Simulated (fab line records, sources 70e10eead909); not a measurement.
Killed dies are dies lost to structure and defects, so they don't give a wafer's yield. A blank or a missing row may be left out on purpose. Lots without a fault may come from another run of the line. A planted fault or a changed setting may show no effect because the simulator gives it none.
Chamber matching | flow nand_harc | NHARC_P_M1_ETCH_28 on rie_diel-03: 4 sister chambers
The step etches the open film in CF4/N2, target depth 30 nm, time 72.99 s. 8 wafers are shown with their chamber, then 7 later ones without.

WAFERS WITH THEIR CHAMBER
wafer  | chamber | drypump_motor_current_A (A) | rf_fwd_power_W (W)
L893.2 | 0       | 5.4                         | 295.4
L900.2 | 0       | 5.5                         | 296.6
L900.4 | 3       | 5.7                         | 299.0
L904.3 | 1       | 6.1                         | 298.5
L904.5 | 2       | 6.3                         | 297.1
L904.6 | 3       | 5.7                         | 299.9
L906.1 | 1       | 6.1                         | 299.8
L906.2 | 2       | 6.4                         | 296.5

WAFERS WITHOUT THEIR CHAMBER
wafer  | drypump_motor_current_A (A) | rf_fwd_power_W (W)
L906.4 | 5.5                         | 296.8
L911.1 | 6.4                         | 299.1
L911.2 | 5.5                         | 294.6
L911.3 | 5.7                         | 299.4
L914.1 | 5.7                         | 299.0
L914.2 | 6.1                         | 299.3
L914.6 | 5.4                         | 297.4

WHICH CHAMBER EACH WENT THROUGH
wafer  | from the rows above | in truth
L906.4 | 0                   | 0
L911.1 | 2                   | 2
L911.2 | 0                   | 0
L911.3 | 3                   | 3
L914.1 | 3                   | 3
L914.2 | 1                   | 1
L914.6 | 0                   | 0
Placed correctly: 7 of 7. Can't be placed from these rows: 0. Placed wrongly: 0.
How it was worked out, from the rows above alone: a wafer's distance from a chamber is the root of the sum, over the readings, of the square of ((its reading less the chamber's mean) divided by the reading's scatter). The wafer belongs to the nearest chamber; if the next one is less than 2 further off, it can't be placed. A chamber's mean is the mean of its shown wafers. The scatter: the root of (the sum of the squares of (reading less its chamber's mean) over the shown wafers, divided by (wafers less chambers)).
